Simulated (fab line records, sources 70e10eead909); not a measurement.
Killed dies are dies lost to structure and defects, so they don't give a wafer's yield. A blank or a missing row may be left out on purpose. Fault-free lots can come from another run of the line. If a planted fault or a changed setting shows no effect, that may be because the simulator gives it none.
What tool caused it? ; flow nand-harc ; 33 wafers from 11 lots sampled at 5 of the route's 1302 steps

## WHAT THE GAUGES SHOWED, per wafer
NHARC_END_SORT_01.
lot;measured;on;killed-at-array
L925;day 28 15:52;prober-01;36 49 37
L931;day 30 18:19;prober-01;672 674 675
L932;day 31 02:25;prober-02;671 670 674
L933;day 31 17:58;prober-02;675 675 673

## WHAT TOOL EACH LOT RAN ON (gives the tool, then ch and the chambers of the sampled wafers, and finally the start)
lot;NHARC_A_STAIRCASE_ETCH_221;NHARC_A_STAIRCASE_TRIM_224;NHARC_A_STAIRCASE_ETCH_225;NHARC_A_STAIRCASE_TRIM_231
L916;rie-diel-12 ch 2,3, day 15 22:29;rie-diel-12 ch 0,3, no start;rie-diel-12 ch 0,3, no start;rie-diel-12 ch 0,1,2, no start
L918;rie-diel-07 ch 1,2,3, day 16 18:51;rie-diel-07 ch 0,1,2, no start;rie-diel-07 ch 0,2,3, no start;rie-diel-08 ch 0,1,3, no start
L919;rie-diel-07 ch 1,3, day 17 09:46;rie-diel-07 ch 1,2, no start;rie-diel-07 ch 1,2,3, no start;rie-diel-12 ch 0,1, no start
L920;rie-diel-12 ch 0,1,3, day 18 03:01;rie-diel-12 ch 0,2,3, no start;rie-diel-12 ch 0,2,3, no start;rie-diel-07 ch 0,1,3, no start
L922;rie-diel-07 ch 1,2,3, day 18 08:24;rie-diel-07 ch 0,1,3, no start;rie-diel-07 ch 0,2,3, no start;rie-diel-08 ch 0,1,2, no start
L924;rie-diel-08 ch 0,2, day 19 11:19;rie-diel-08 ch 1,2,3, no start;rie-diel-08 ch 0,1, no start;rie-diel-08 ch 2,3, no start
L925;rie-diel-12 ch 1,2,3, day 20 03:40;rie-diel-12 ch 0,1, day 28 15:52 or earlier;rie-diel-12 ch 2,3, day 28 15:52 or earlier;rie-diel-08 ch 0,3, day 28 15:52 or earlier
L929;rie-diel-07 ch 1,2, day 21 00:51;rie-diel-07 ch 1,2,3, no start;rie-diel-07 ch 0,1, no start;rie-diel-07 ch 0,2,3, no start
L931;rie-diel-07 ch 0,1,2, day 22 04:08;rie-diel-07 ch 2,3, day 30 18:19 or earlier;rie-diel-07 ch 1,2,3, day 30 18:19 or earlier;rie-diel-07 ch 0,1,3, day 30 18:19 or earlier
L932;rie-diel-07 ch 0,1, day 22 21:28;rie-diel-07 ch 1,2,3, day 31 02:25 or earlier;rie-diel-07 ch 0,1,3, day 31 02:25 or earlier;rie-diel-07 ch 1,2, day 31 02:25 or earlier
L933;rie-diel-07 ch 0,2, day 23 11:38;rie-diel-07 ch 1,3, day 31 17:58 or earlier;rie-diel-07 ch 0,3, day 31 17:58 or earlier;rie-diel-07 ch 0,3, day 31 17:58 or earlier
- NHARC_A_STAIRCASE_ETCH_221: etches the open film in C4F8/O2, target depth 100 nm, time 40.5 s.
- NHARC_A_STAIRCASE_TRIM_224: chemistry O2, time 211.2 s.
- NHARC_A_STAIRCASE_ETCH_225: etches the open film in C4F8/O2, target depth 100 nm, time 40.5 s.
- NHARC_A_STAIRCASE_TRIM_231: chemistry O2, time 211.2 s.

## THE ANSWER, worked out from the rows above alone
Rule: the lots themselves supply what counts as usual. Put in order of their means at a reading, lots are off if they are a third of the lots or fewer, leave a main group of 4 or more, and stand apart from it by a gap of 3 or more times the standard deviation of the main group's means; of several such gaps the widest counts. A main group whose means are all the same, to the digits that the tables above print for the reading, isn't used. A lot without any number at a reading at which 4 lots or more have one is off too. The other lots that the step has rows for count as sound.
Nothing can be told from this: no lot is off at any reading shown.

## WHAT THE SIMULATOR PUT IN
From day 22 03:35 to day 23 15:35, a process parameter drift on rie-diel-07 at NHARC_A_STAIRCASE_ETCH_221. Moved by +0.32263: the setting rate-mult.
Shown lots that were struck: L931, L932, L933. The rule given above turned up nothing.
